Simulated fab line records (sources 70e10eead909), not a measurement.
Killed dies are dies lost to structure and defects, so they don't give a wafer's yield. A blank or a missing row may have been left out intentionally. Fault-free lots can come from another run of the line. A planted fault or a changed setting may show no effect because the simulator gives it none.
A struck lot beside a sound one :: flow nand_harc :: 14 steps out of a route of 1302
Sound: these wafers, L353.2, L353.4, L353.6. The struck wafers were L364.3, L364.4, L364.6. At the end, the cause is stated.
For every step that has rows: the tool of each side, followed by ch and its chambers, followed by its first start. Under that, the readings that differ: sound wafers :: struck wafers :: difference of the means :: sigmas: that difference in standard deviations of wafers without a fault.
alike: a reading whose means differ by less than 2 such deviations, as well as words and numbers matching on both sides. not compared: withheld readings; readings where some wafer has no value; bounds like >300 that might hide an equal value; numbers whose values overlap and for which the record gives no deviation.
Wherever a step has rows on one side only, a row that says differs or no value, or a row with sigmas, the two part there. Numbers that have no deviation but don't overlap get no sigmas and don't part them. Lack of a reading on every wafer of one side parts them only where that side has two or more wafers.

first, 2 steps without rows for these wafers: NHARC_A_CHANNEL_HOLE_D2_STRIP_42 (strips in CF4/CHF3); NHARC_A_CHANNEL_HOLE_D2_STRIP_43 (strips in O2/COS).
NHARC_A_CHANNEL_HOLE_D2_ETCH_44: etches the open film in CF4/O2, target depth 140 nm, overetch 14 nm, time 77 s.
  sound on rie_diel-02 ch 2,3, day 13 19:40; struck on rie_diel-02 ch 0,1, day 18 14:38
  alike: drypump_motor_current_A, o2_flow_sccm, oes_product_au, rf_vpp_V, showerhead_plenum_p_Torr, throttle_valve_pct
  not compared: rf_hours_counter_h
NHARC_A_CHANNEL_HOLE_D2_STRIP_28: strips in O2.
  sound: rie_diel-02 ch 0,1,2; struck: rie_diel-02 ch 1,3
  alike: drypump_motor_current_A, o2_flow_sccm, oes_product_au, rf_vpp_V, showerhead_plenum_p_Torr, throttle_valve_pct
  not compared: rf_hours_counter_h
then, 2 steps without rows for these wafers: NHARC_A_CHANNEL_HOLE_D2_PRECLEAN_29 (cleans in SC1); NHARC_A_CHANNEL_HOLE_D2_SRD_30.
NHARC_A_CHANNEL_HOLE_D2_CD_MEAS_31:
  sound on cd_sem-03 at day 13 20:27; struck on cd_sem-03 at day 18 15:27
  alike: cd_nm
NHARC_A_CHANNEL_HOLE_D2_XSEM_32:
  sound on xsem-02 ch 0, day 13 20:33; struck on xsem-02 ch 0, day 18 15:33
reading: bow_nm (nm)
sound: 8.91 8.91 8.91
struck: 8.25 8.28 8.22
difference: -0.66
sigmas: -2
  alike: bot_cd_nm, tilt_deg
NHARC_A_CHANNEL_HOLE_D2_INSPECT_40:
  sound on defect_inspect-01 at day 13 20:38; struck on defect_inspect-01 at day 18 15:38
  alike: raw_defect_count
then, 2 steps without rows for these wafers: NHARC_A_CHANNEL_FILL_D2_PRECLEAN_00 (cleans in SC1); NHARC_A_CHANNEL_FILL_D2_SRD_01.
NHARC_A_CHANNEL_FILL_D2_ALD_02: deposits SiO2, target thk 6 nm, pulse time 10 s, ald cycles 60.
  sound on ald_hk-03 ch 1,3, day 13 21:01; struck on ald_hk-01 ch 1,2, day 18 15:55
  alike: heater_power_w, precursor_pulse_height_rel, susceptor_temp_C
NHARC_A_CHANNEL_FILL_D2_ALD_03: deposits SiNx, target thk 6 nm, pulse time 60 s, ald cycles 58.
  sound on ald_sin_batch-03 ch 0, day 14 00:44; struck on ald_sin_batch-02 ch 0, day 18 19:17
reading: susceptor_temp_C (C)
sound: 630.16 630.02 630.19
struck: 609.65 609.36 609.07
difference: -20.76
sigmas: -72
  alike: precursor_pulse_height_rel
NHARC_A_CHANNEL_FILL_D2_ALD_14: deposits SiO2, target thk 2.5 nm, pulse time 10 s, ald cycles 25.
  sound on ald_hk-01 ch 1,3, day 14 04:47; struck on ald_hk-02 ch 0,1,2, day 18 22:56
  alike: heater_power_w, precursor_pulse_height_rel, susceptor_temp_C

## WHERE THEY PART
Earliest at NHARC_A_CHANNEL_HOLE_D2_XSEM_32; latest, in this record, at NHARC_A_CHANNEL_FILL_D2_ALD_03. Later steps at which nothing parts them and some readings are alike: NHARC_A_CHANNEL_FILL_D2_ALD_14.

WHY: what had been put in by the simulator
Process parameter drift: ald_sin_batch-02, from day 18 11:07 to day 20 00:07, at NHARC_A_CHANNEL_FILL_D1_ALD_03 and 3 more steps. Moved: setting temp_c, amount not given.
